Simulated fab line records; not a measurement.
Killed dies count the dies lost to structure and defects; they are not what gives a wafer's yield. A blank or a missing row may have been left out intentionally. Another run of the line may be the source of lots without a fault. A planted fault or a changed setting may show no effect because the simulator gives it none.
fab line records / flow nandHarc
[record] lots = 6 wafers = 18 lastDay = 32
route steps=1302 shown A_DECK1_JOINT@533 A_ONON_D2@545 END@1302
lots that met no fault: taken from a fault-free run of the same line
startH: hours from the record's opening day to when the first of the lot's shown wafers began / waitH: how many hours have passed since the lot's step before this one / " the same as in the row above / L1.1+2: one row covering several wafers at once / - no value, or no start was given / * or withheld: withheld / < > ~ a bound
route shown NAME@n: NAME is a module with steps in the file, n the number in the route of the first one / usual: mean/standard deviation taken from wafers without a fault / same: alike in all rows / chamber/n: place in a boat / sites: each site's reading / _std_site: their standard deviation / _edge_site: inner sites' mean taken away from outer sites' mean / radiusMm: for every site, how far away it sits from the centre of the wafer / mask NAME#n: copy n / behind: the most recent tool/chamber to have shaped the wafer / hold: why the lot was held/for how many hours/how that ended / device: whichever transistor did not switch (one of n, p or np) / end of line: tests of these same wafers at the route's end / for a step that has no rows: nothing shown but its recipe / killed: dies lost to structure and defects at the first sort, not the wafer's yield / map: the dies of a wafer, with x for killed, . for not killed, _ for no die there
set.NAME: the setting as run; set.NAME@STEP: as run at that earlier step / model.NAME: the simulator's own value behind a step, which no gauge read
lots at some steps of the route; a table a step, a row a wafer
services: from which hour (startH, from the record's first day; less than 0 if before it) a tool's chamber was out of use, for how many hours, and why
[[steps]]
[step NHARC_A_DECK1_JOINT_CVD_34]
[recipe] targetThkA = 200 tempC = 700 pressureMtorr = 300 material = SiNx
[step NHARC_A_DECK1_JOINT_DEP_06]
[recipe] targetThkA = 800 tempC = 65 material = SiOx
[step NHARC_A_DECK1_JOINT_CURE_26]
[recipe] tempC = 150 timeS = 32 pressureAtm = 0.395
[step NHARC_A_DECK1_JOINT_ANNEAL_27]
[recipe] tempC = 400 timeS = 3600 idleTempC = 300 rampUpCPerMin = 10 densificationPH2oTorr = 640
[step NHARC_A_DECK1_JOINT_ANNEAL_28]
[recipe] tempC = 500 timeS = 1800 idleTempC = 400 rampUpCPerMin = 10 densificationPH2oTorr = 640
[step NHARC_A_DECK1_JOINT_ANNEAL_29]
[recipe] tempC = 750 timeS = 1800 idleTempC = 500 rampUpCPerMin = 10 rampDownCPerMin = 3
[step NHARC_A_DECK1_JOINT_CMP_02]
[recipe] material = SiOx
[usual] motorCurrentA = 11.9/1.4
lot.wafer=L283.3 tool=cmp-02 chamber=0 startH=312.32 waitH=0.4 motorCurrentA=10.5
lot.wafer=L283.2 tool=cmp-02 chamber=2 startH=312.32 waitH=0.4 motorCurrentA=10.9
lot.wafer=L283.5 tool=cmp-02 chamber=3 startH=312.32 waitH=0.4 motorCurrentA=11.8
lot.wafer=L285.1 tool=cmp-01 chamber=3 startH=321.48 waitH=0.4 motorCurrentA=11.2
lot.wafer=L285.3 tool=cmp-01 chamber=1 startH=321.48 waitH=0.4 motorCurrentA=15.6
lot.wafer=L285.5 tool=cmp-01 chamber=0 startH=321.48 waitH=0.4 motorCurrentA=10.0
lot.wafer=L293.4 tool=cmp-02 chamber=3 startH=409.27 waitH=0.4 motorCurrentA=12.3
lot.wafer=L293.2 tool=cmp-02 chamber=0 startH=409.27 waitH=0.4 motorCurrentA=11.1
lot.wafer=L293.6 tool=cmp-02 chamber=3 startH=409.27 waitH=0.4 motorCurrentA=12.3
lot.wafer=L297.1 tool=cmp-01 chamber=2 startH=440.17 waitH=0.4 motorCurrentA=12.2
lot.wafer=L297.6 tool=cmp-01 chamber=3 startH=440.17 waitH=0.4 motorCurrentA=11.1
lot.wafer=L297.5 tool=cmp-01 chamber=0 startH=440.17 waitH=0.4 motorCurrentA=10.1
lot.wafer=L300.3 tool=cmp-01 chamber=3 startH=476.04 waitH=0.4 motorCurrentA=11.2
lot.wafer=L300.2 tool=cmp-01 chamber=0 startH=476.04 waitH=0.4 motorCurrentA=10.1
lot.wafer=L300.6 tool=cmp-01 chamber=3 startH=476.04 waitH=0.4 motorCurrentA=11.2
lot.wafer=L302.4 tool=cmp-02 chamber=0 startH=494.44 waitH=0.4 motorCurrentA=11.0
lot.wafer=L302.2 tool=cmp-02 chamber=2 startH=494.44 waitH=0.4 motorCurrentA=10.8
lot.wafer=L302.5 tool=cmp-02 chamber=0 startH=494.44 waitH=0.4 motorCurrentA=10.9
[step NHARC_A_DECK1_JOINT_SRD_15]
[step NHARC_A_DECK1_JOINT_DEP_16]
[recipe] targetThkA = 450 tempC = 400 pressureTorr = 6.5 rfW = 900 teosFlowSccm = 161.4 flowSccm = 2650 targetThkNm = 45 gas = O2 material = SiO2
[usual] heaterPowerOuterW = 277/73 heaterPowerW = 521/91 throttleValvePct = 16.0/0.32
lot.wafer=L283.2 tool=pecvd-02 chamber=2 startH=312.71 waitH=0.1 heaterPowerOuterW=291 heaterPowerW=490 throttleValvePct=16.0
lot.wafer=L283.3 tool=pecvd-02 chamber=0 startH=312.71 waitH=0.1 heaterPowerOuterW=335 heaterPowerW=598 throttleValvePct=16.5
lot.wafer=L283.5 tool=pecvd-02 chamber=0 startH=312.71 waitH=0.1 heaterPowerOuterW=335 heaterPowerW=602 throttleValvePct=16.6
lot.wafer=L285.1 tool=pecvd-03 chamber=1 startH=321.89 waitH=0.1 heaterPowerOuterW=315 heaterPowerW=572 throttleValvePct=15.5
lot.wafer=L285.3 tool=pecvd-03 chamber=2 startH=321.89 waitH=0.1 heaterPowerOuterW=179 heaterPowerW=416 throttleValvePct=15.9
lot.wafer=L285.5 tool=pecvd-03 chamber=2 startH=321.89 waitH=0.1 heaterPowerOuterW=184 heaterPowerW=417 throttleValvePct=15.8
lot.wafer=L293.2 tool=pecvd-01 chamber=2 startH=409.71 waitH=0.1 heaterPowerOuterW=275 heaterPowerW=484 throttleValvePct=16.3
lot.wafer=L293.6 tool=pecvd-01 chamber=0 startH=409.71 waitH=0.1 heaterPowerOuterW=236 heaterPowerW=439 throttleValvePct=16.3
lot.wafer=L293.4 tool=pecvd-01 chamber=1 startH=409.71 waitH=0.1 heaterPowerOuterW=311 heaterPowerW=612 throttleValvePct=16.0
lot.wafer=L297.1 tool=pecvd-01 chamber=2 startH=440.51 waitH=0.1 heaterPowerOuterW=356 heaterPowerW=572 throttleValvePct=16.1
lot.wafer=L297.6 tool=pecvd-01 chamber=1 startH=440.51 waitH=0.1 heaterPowerOuterW=306 heaterPowerW=579 throttleValvePct=16.1
lot.wafer=L297.5 tool=pecvd-01 chamber=2 startH=440.51 waitH=0.1 heaterPowerOuterW=344 heaterPowerW=573 throttleValvePct=16.2
lot.wafer=L300.2 tool=pecvd-01 chamber=0 startH=476.42 waitH=0.1 heaterPowerOuterW=198 heaterPowerW=397 throttleValvePct=16.1
lot.wafer=L300.3 tool=pecvd-01 chamber=2 startH=476.42 waitH=0.1 heaterPowerOuterW=382 heaterPowerW=614 throttleValvePct=16.4
lot.wafer=L300.6 tool=pecvd-01 chamber=0 startH=476.42 waitH=0.1 heaterPowerOuterW=200 heaterPowerW=419 throttleValvePct=16.3
lot.wafer=L302.2 tool=pecvd-02 chamber=1 startH=494.86 waitH=0.1 heaterPowerOuterW=212 heaterPowerW=432 throttleValvePct=16.1
lot.wafer=L302.5 tool=pecvd-02 chamber=0 startH=494.86 waitH=0.1 heaterPowerOuterW=305 heaterPowerW=557 throttleValvePct=16.2
lot.wafer=L302.4 tool=pecvd-02 chamber=1 startH=494.86 waitH=0.1 heaterPowerOuterW=213 heaterPowerW=431 throttleValvePct=16.4
[step NHARC_A_DECK1_JOINT_THK_MEAS_17]
[recipe] thkMeasGauge = ellipsometry
[usual] thkNm = 45.2/1.1
lot.wafer=L283.2 tool=filmMetro-01 chamber=- startH=312.96 waitH=0.2 thkNm=45.4
lot.wafer=L283.3 tool=filmMetro-01 chamber=- startH=312.96 waitH=0.2 thkNm=45.8
lot.wafer=L283.5 tool=filmMetro-01 chamber=- startH=312.96 waitH=0.2 thkNm=45.1
lot.wafer=L285.1 tool=filmMetro-01 chamber=- startH=322.14 waitH=0.2 thkNm=47.1
lot.wafer=L285.3 tool=filmMetro-01 chamber=- startH=322.14 waitH=0.2 thkNm=43.9
lot.wafer=L285.5 tool=filmMetro-01 chamber=- startH=322.14 waitH=0.2 thkNm=45.0
lot.wafer=L293.2 tool=filmMetro-01 chamber=- startH=409.94 waitH=0.2 thkNm=45.8
lot.wafer=L293.4 tool=filmMetro-01 chamber=- startH=409.94 waitH=0.2 thkNm=45.5
lot.wafer=L293.6 tool=filmMetro-01 chamber=- startH=409.94 waitH=0.2 thkNm=46.7
lot.wafer=L297.1 tool=filmMetro-01 chamber=- startH=440.76 waitH=0.2 thkNm=45.3
lot.wafer=L297.5 tool=filmMetro-01 chamber=- startH=440.76 waitH=0.2 thkNm=43.7
lot.wafer=L297.6 tool=filmMetro-01 chamber=- startH=440.76 waitH=0.2 thkNm=45.6
lot.wafer=L300.2 tool=filmMetro-02 chamber=- startH=476.71 waitH=0.3 thkNm=44.3
lot.wafer=L300.3 tool=filmMetro-02 chamber=- startH=476.71 waitH=0.3 thkNm=46.3
lot.wafer=L300.6 tool=filmMetro-02 chamber=- startH=476.71 waitH=0.3 thkNm=46.1
lot.wafer=L302.2 tool=filmMetro-01 chamber=- startH=495.08 waitH=0.2 thkNm=44.6
lot.wafer=L302.4 tool=filmMetro-01 chamber=- startH=495.08 waitH=0.2 thkNm=47.4
lot.wafer=L302.5 tool=filmMetro-01 chamber=- startH=495.08 waitH=0.2 thkNm=45.3
[step NHARC_A_DECK1_JOINT_INSPECT_05]
[usual] rawDefectCount = 330/120
lot.wafer=L283.2 tool=defectInspect-01 chamber=- startH=313.00 waitH=0.0 rawDefectCount=358
lot.wafer=L283.3 tool=defectInspect-01 chamber=- startH=313.00 waitH=0.0 rawDefectCount=414
lot.wafer=L283.5 tool=defectInspect-01 chamber=- startH=313.00 waitH=0.0 rawDefectCount=250
lot.wafer=L285.1 tool=defectInspect-01 chamber=- startH=322.18 waitH=0.0 rawDefectCount=671
lot.wafer=L285.3 tool=defectInspect-01 chamber=- startH=322.18 waitH=0.0 rawDefectCount=422
lot.wafer=L285.5 tool=defectInspect-01 chamber=- startH=322.18 waitH=0.0 rawDefectCount=501
lot.wafer=L293.2 tool=defectInspect-01 chamber=- startH=409.97 waitH=0.0 rawDefectCount=312
lot.wafer=L293.4 tool=defectInspect-01 chamber=- startH=409.97 waitH=0.0 rawDefectCount=607
lot.wafer=L293.6 tool=defectInspect-01 chamber=- startH=409.97 waitH=0.0 rawDefectCount=442
lot.wafer=L297.1 tool=defectInspect-02 chamber=- startH=440.80 waitH=0.0 rawDefectCount=348
lot.wafer=L297.5 tool=defectInspect-02 chamber=- startH=440.80 waitH=0.0 rawDefectCount=377
lot.wafer=L297.6 tool=defectInspect-02 chamber=- startH=440.80 waitH=0.0 rawDefectCount=399
lot.wafer=L300.2 tool=defectInspect-02 chamber=- startH=476.74 waitH=0.0 rawDefectCount=248
lot.wafer=L300.3 tool=defectInspect-02 chamber=- startH=476.74 waitH=0.0 rawDefectCount=351
lot.wafer=L300.6 tool=defectInspect-02 chamber=- startH=476.74 waitH=0.0 rawDefectCount=393
lot.wafer=L302.2 tool=defectInspect-02 chamber=- startH=495.12 waitH=0.0 rawDefectCount=261
lot.wafer=L302.4 tool=defectInspect-02 chamber=- startH=495.12 waitH=0.0 rawDefectCount=253
lot.wafer=L302.5 tool=defectInspect-02 chamber=- startH=495.12 waitH=0.0 rawDefectCount=198
[step NHARC_A_ONON_D2_DEP_00]
[recipe] targetThkA = 10000 n2FlowSccm = 2750 n2oFlowSccm = 2000 nh3FlowSccm = 500 sih4FlowSccm = 210 tempC = 400
[usual] nh3FlowSccm = 500.0/1.3
lot.wafer=L283.2 tool=pecvdOnon-01 chamber=0 startH=313.12 waitH=0.1 nh3FlowSccm=500.0
lot.wafer=L283.3 tool=pecvdOnon-01 chamber=0 startH=313.12 waitH=0.1 nh3FlowSccm=499.6
lot.wafer=L283.5 tool=pecvdOnon-01 chamber=0 startH=313.12 waitH=0.1 nh3FlowSccm=498.8
lot.wafer=L285.1 tool=pecvdOnon-01 chamber=0 startH=322.24 waitH=0.1 nh3FlowSccm=497.4
lot.wafer=L285.3 tool=pecvdOnon-01 chamber=0 startH=322.24 waitH=0.1 nh3FlowSccm=498.9
lot.wafer=L285.5 tool=pecvdOnon-01 chamber=0 startH=322.24 waitH=0.1 nh3FlowSccm=497.4
lot.wafer=L293.2 tool=pecvdOnon-01 chamber=0 startH=410.10 waitH=0.1 nh3FlowSccm=499.0
lot.wafer=L293.4 tool=pecvdOnon-01 chamber=0 startH=410.10 waitH=0.1 nh3FlowSccm=500.6
lot.wafer=L293.6 tool=pecvdOnon-01 chamber=0 startH=410.10 waitH=0.1 nh3FlowSccm=500.2
lot.wafer=L297.1 tool=pecvdOnon-04 chamber=0 startH=440.87 waitH=0.1 nh3FlowSccm=498.2
lot.wafer=L297.5 tool=pecvdOnon-04 chamber=0 startH=440.87 waitH=0.1 nh3FlowSccm=499.5
lot.wafer=L297.6 tool=pecvdOnon-04 chamber=0 startH=440.87 waitH=0.1 nh3FlowSccm=500.2
lot.wafer=L300.2 tool=pecvdOnon-01 chamber=0 startH=476.87 waitH=0.1 nh3FlowSccm=502.0
lot.wafer=L300.3 tool=pecvdOnon-01 chamber=0 startH=476.87 waitH=0.1 nh3FlowSccm=501.1
lot.wafer=L300.6 tool=pecvdOnon-01 chamber=0 startH=476.87 waitH=0.1 nh3FlowSccm=501.0
lot.wafer=L302.2 tool=pecvdOnon-01 chamber=0 startH=495.24 waitH=0.1 nh3FlowSccm=503.1
lot.wafer=L302.4 tool=pecvdOnon-01 chamber=0 startH=495.24 waitH=0.1 nh3FlowSccm=500.6
lot.wafer=L302.5 tool=pecvdOnon-01 chamber=0 startH=495.24 waitH=0.1 nh3FlowSccm=502.7
[step NHARC_A_ONON_D2_THK_MEAS_02]
[recipe] thkMeasGauge = ellipsometry
[usual] thkNm = 1001/7.9
lot.wafer=L283.2 tool=filmMetro-02 chamber=- startH=313.57 waitH=- thkNm=1005
lot.wafer=L283.3 tool=filmMetro-02 chamber=- startH=313.57 waitH=- thkNm=1005
lot.wafer=L283.5 tool=filmMetro-02 chamber=- startH=313.57 waitH=- thkNm=672
lot.wafer=L285.1 tool=filmMetro-01 chamber=- startH=322.75 waitH=- thkNm=1004
lot.wafer=L285.3 tool=filmMetro-01 chamber=- startH=322.75 waitH=- thkNm=1003
lot.wafer=L285.5 tool=filmMetro-01 chamber=- startH=322.75 waitH=- thkNm=673
lot.wafer=L293.2 tool=filmMetro-01 chamber=- startH=410.55 waitH=- thkNm=996
lot.wafer=L293.4 tool=filmMetro-01 chamber=- startH=410.55 waitH=- thkNm=996
lot.wafer=L293.6 tool=filmMetro-01 chamber=- startH=410.55 waitH=- thkNm=993
lot.wafer=L297.1 tool=filmMetro-02 chamber=- startH=441.38 waitH=- thkNm=1021
lot.wafer=L297.5 tool=filmMetro-02 chamber=- startH=441.38 waitH=- thkNm=1021
lot.wafer=L297.6 tool=filmMetro-02 chamber=- startH=441.38 waitH=- thkNm=1018
lot.wafer=L300.2 tool=filmMetro-01 chamber=- startH=477.32 waitH=- thkNm=985
lot.wafer=L300.3 tool=filmMetro-01 chamber=- startH=477.32 waitH=- thkNm=985
lot.wafer=L300.6 tool=filmMetro-01 chamber=- startH=477.32 waitH=- thkNm=988
lot.wafer=L302.2 tool=filmMetro-02 chamber=- startH=495.69 waitH=- thkNm=998
lot.wafer=L302.4 tool=filmMetro-02 chamber=- startH=495.69 waitH=- thkNm=996
lot.wafer=L302.5 tool=filmMetro-02 chamber=- startH=495.69 waitH=- thkNm=999
[step NHARC_A_ONON_D2_DEP_03]
[recipe] targetThkA = 10000 n2FlowSccm = 2750 n2oFlowSccm = 2000 nh3FlowSccm = 500 sih4FlowSccm = 210 tempC = 400
[step NHARC_END_SORT_01]
[recipe] tempC = 25
[usual] killedAtArray = 55/20 killedAtOther = 1.2/1.3 killedAtPeriphery = 4.0/3 killedDies = 60/21 killedOpen = 3.2/1.9 killedShort = 2.5/1.6
[same] grossDies = 677
lot.wafer=L283.5 tool=prober-02 chamber=0 startH=591.96 waitH=3.8 killedAtArray=668 killedAtOther=0 killedAtPeriphery=9 killedDies=677 killedOpen=4 killedShort=3
lot.wafer=L285.1 tool=prober-02 chamber=0 startH=605.95 waitH=2.5 killedAtArray=45 killedAtOther=2 killedAtPeriphery=1 killedDies=48 killedOpen=2 killedShort=4
lot.wafer=L285.3 tool=prober-02 chamber=0 startH=607.53 waitH=3.1 killedAtArray=52 killedAtOther=4 killedAtPeriphery=0 killedDies=56 killedOpen=1 killedShort=2
lot.wafer=L285.5 tool=prober-02 chamber=0 startH=609.11 waitH=3.7 killedAtArray=674 killedAtOther=0 killedAtPeriphery=3 killedDies=677 killedOpen=6 killedShort=0
// killed by level:class
L283.5 A_ONON_D2:areaDep=644 A_CHANNEL_HOLE_D2:chamberFilmFlake=8 A_CONTACT:chamberFilmFlake=4 A_CHANNEL_FILL_D1:geometricParticle:open=3 P_M1:chamberFilmFlake=3 A_CHANNEL_HOLE_D1:chamberFilmFlake=3 P_GATE:chamberFilmFlake=2 P_M0:chamberFilmFlake=2
L285.1 A_CHANNEL_HOLE_D1:chamberFilmFlake=23 A_M1:chamberFilmFlake=7 A_CHANNEL_HOLE_D2:chamberFilmFlake=5 A_WL_FILL:geometricParticle:short=2 A_WL_FILL:chamberFilmFlake=2 A_CONTACT:chamberFilmFlake=2 THIN_TSV:chamberFilmFlake=2 P_M1:geometricParticle:open=1
L285.3 A_CHANNEL_HOLE_D1:chamberFilmFlake=31 A_CHANNEL_HOLE_D2:chamberFilmFlake=13 THIN_TSV:chamberFilmFlake=4 A_M1:chamberFilmFlake=3 A_CHANNEL_FILL_D1:geometricParticle:short=1 A_SGD_CUT:geometricParticle:open=1 A_WL_FILL:geometricParticle:short=1 A_CHANNEL_FILL_D1:chamberFilmFlake=1
L285.5 A_ONON_D2:areaDep=628 A_CHANNEL_HOLE_D1:chamberFilmFlake=31 A_SLIT:chamberFilmFlake=3 P_M0:geometricParticle:open=2 A_DECK1_JOINT:geometricParticle:open=2 A_CHANNEL_FILL_D1:chamberFilmFlake=2 A_CHANNEL_HOLE_D2:chamberFilmFlake=2 A_CONTACT:chamberFilmFlake=2
// map L283.5 (x killed, . not)
____________x____________
_________xxxxxxx_________
_______xxxxxxxxxxx_______
______xxxxxxxxxxxxx______
_____xxxxxxxxxxxxxxx_____
____xxxxxxxxxxxxxxxxx____
____xxxxxxxxxxxxxxxxx____
___xxxxxxxxxxxxxxxxxxx___
___xxxxxxxxxxxxxxxxxxx___
__xxxxxxxxxxxxxxxxxxxxx__
__xxxxxxxxxxxxxxxxxxxxx__
_xxxxxxxxxxxxxxxxxxxxxxx_
_xxxxxxxxxxxxxxxxxxxxxxx_
_xxxxxxxxxxxxxxxxxxxxxxx_
_xxxxxxxxxxxxxxxxxxxxxxx_
_xxxxxxxxxxxxxxxxxxxxxxx_
xxxxxxxxxxxxxxxxxxxxxxxxx
xxxxxxxxxxxxxxxxxxxxxxxxx
xxxxxxxxxxxxxxxxxxxxxxxxx
xxxxxxxxxxxxxxxxxxxxxxxxx
xxxxxxxxxxxxxxxxxxxxxxxxx
_xxxxxxxxxxxxxxxxxxxxxxx_
_xxxxxxxxxxxxxxxxxxxxxxx_
_xxxxxxxxxxxxxxxxxxxxxxx_
_xxxxxxxxxxxxxxxxxxxxxxx_
_xxxxxxxxxxxxxxxxxxxxxxx_
__xxxxxxxxxxxxxxxxxxxxx__
__xxxxxxxxxxxxxxxxxxxxx__
___xxxxxxxxxxxxxxxxxxx___
___xxxxxxxxxxxxxxxxxxx___
____xxxxxxxxxxxxxxxxx____
____xxxxxxxxxxxxxxxxx____
_____xxxxxxxxxxxxxxx_____
______xxxxxxxxxxxxx______
_______xxxxxxxxxxx_______
_________xxxxxxx_________
____________x____________
// map L285.5 (x killed, . not)
____________x____________
_________xxxxxxx_________
_______xxxxxxxxxxx_______
______xxxxxxxxxxxxx______
_____xxxxxxxxxxxxxxx_____
____xxxxxxxxxxxxxxxxx____
____xxxxxxxxxxxxxxxxx____
___xxxxxxxxxxxxxxxxxxx___
___xxxxxxxxxxxxxxxxxxx___
__xxxxxxxxxxxxxxxxxxxxx__
__xxxxxxxxxxxxxxxxxxxxx__
_xxxxxxxxxxxxxxxxxxxxxxx_
_xxxxxxxxxxxxxxxxxxxxxxx_
_xxxxxxxxxxxxxxxxxxxxxxx_
_xxxxxxxxxxxxxxxxxxxxxxx_
_xxxxxxxxxxxxxxxxxxxxxxx_
xxxxxxxxxxxxxxxxxxxxxxxxx
xxxxxxxxxxxxxxxxxxxxxxxxx
xxxxxxxxxxxxxxxxxxxxxxxxx
xxxxxxxxxxxxxxxxxxxxxxxxx
xxxxxxxxxxxxxxxxxxxxxxxxx
_xxxxxxxxxxxxxxxxxxxxxxx_
_xxxxxxxxxxxxxxxxxxxxxxx_
_xxxxxxxxxxxxxxxxxxxxxxx_
_xxxxxxxxxxxxxxxxxxxxxxx_
_xxxxxxxxxxxxxxxxxxxxxxx_
__xxxxxxxxxxxxxxxxxxxxx__
__xxxxxxxxxxxxxxxxxxxxx__
___xxxxxxxxxxxxxxxxxxx___
___xxxxxxxxxxxxxxxxxxx___
____xxxxxxxxxxxxxxxxx____
____xxxxxxxxxxxxxxxxx____
_____xxxxxxxxxxxxxxx_____
______xxxxxxxxxxxxx______
_______xxxxxxxxxxx_______
_________xxxxxxx_________
____________x____________
[[services]]
tool=pecvd-03 chamber=0 startH=295.80 hours=9.8 kind=repair
tool=pecvd-01 chamber=1 startH=295.95 hours=13.5 kind=repair
tool=pecvd-01 chamber=- startH=311.00 hours=13.0 kind=pm
tool=pecvd-01 chamber=0 startH=311.00 hours=13.0 kind=ventCycle
tool=pecvd-01 chamber=1 startH=311.00 hours=13.0 kind=ventCycle
tool=pecvd-01 chamber=2 startH=311.00 hours=13.0 kind=ventCycle
tool=pecvdOnon-04 chamber=- startH=311.17 hours=13.0 kind=pm
tool=pecvd-01 chamber=0 startH=324.00 hours=- kind=clean
tool=pecvd-01 chamber=1 startH=324.00 hours=- kind=clean
tool=cmp-02 chamber=- startH=330.50 hours=4.0 kind=pm
tool=cmp-01 chamber=- startH=356.69 hours=3.4 kind=repair
tool=pecvd-01 chamber=1 startH=360.53 hours=10.4 kind=repair
tool=pecvd-03 chamber=- startH=366.00 hours=13.0 kind=pm
tool=cmp-01 chamber=- startH=381.50 hours=4.0 kind=pm
tool=cmp-02 chamber=- startH=391.54 hours=1.1 kind=repair
tool=pecvd-02 chamber=- startH=408.14 hours=13.0 kind=pm
tool=cmp-02 chamber=- startH=428.50 hours=4.0 kind=pm
tool=pecvd-01 chamber=0 startH=431.89 hours=2.6 kind=repair
tool=pecvdOnon-01 chamber=- startH=450.00 hours=13.0 kind=pm
tool=pecvd-02 chamber=1 startH=466.09 hours=3.3 kind=repair
tool=cmp-01 chamber=- startH=479.50 hours=4.0 kind=pm
tool=pecvdOnon-01 chamber=- startH=484.97 hours=2.6 kind=repair
tool=pecvd-01 chamber=- startH=492.00 hours=13.0 kind=pm
tool=pecvdOnon-04 chamber=- startH=492.17 hours=13.0 kind=pm
[[key]]
[firstSign] step = NHARC_A_ONON_D2_THK_MEAS_02 reading = thkNm direction = down sigmas = 42 usual = 1001 struck = 673
[effect] step = NHARC_END_SORT_01 reading = killedAtArray direction = up sigmas = 30 usual = 55 struck = 671
[moreKillsBornAt] NHARC_A_ONON_D2_DEP_00@pecvdOnon-01 = 1272
metAt NHARC_A_ONON_D2_DEP_00
struckWafers L283.5,L285.5
laterRowsLeftOut L283.5,L285.5
testerLeftOut L283,L285
[fault] kind = processParameterDrift tool = pecvdOnon-01 chamber = - onsetH = 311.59 steps = NHARC_A_ONON_D2_DEP_00 channel = targetThkA offset = * shape = step endH = 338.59 scope = struckWafersOnly actsIn = * stated = *
// testerLeftOut: of these lots the tester's yield and bins aren't shown, on N5 and GAA mostly nor the transistor test; their killed dies are dies lost to structure and defects alone, not to doping, threshold or leakage, so they don't give the yield
// laterRowsLeftOut: the simulator's readings of these wafers behind a module that went badly wrong aren't trusted and aren't shown, but for the sort
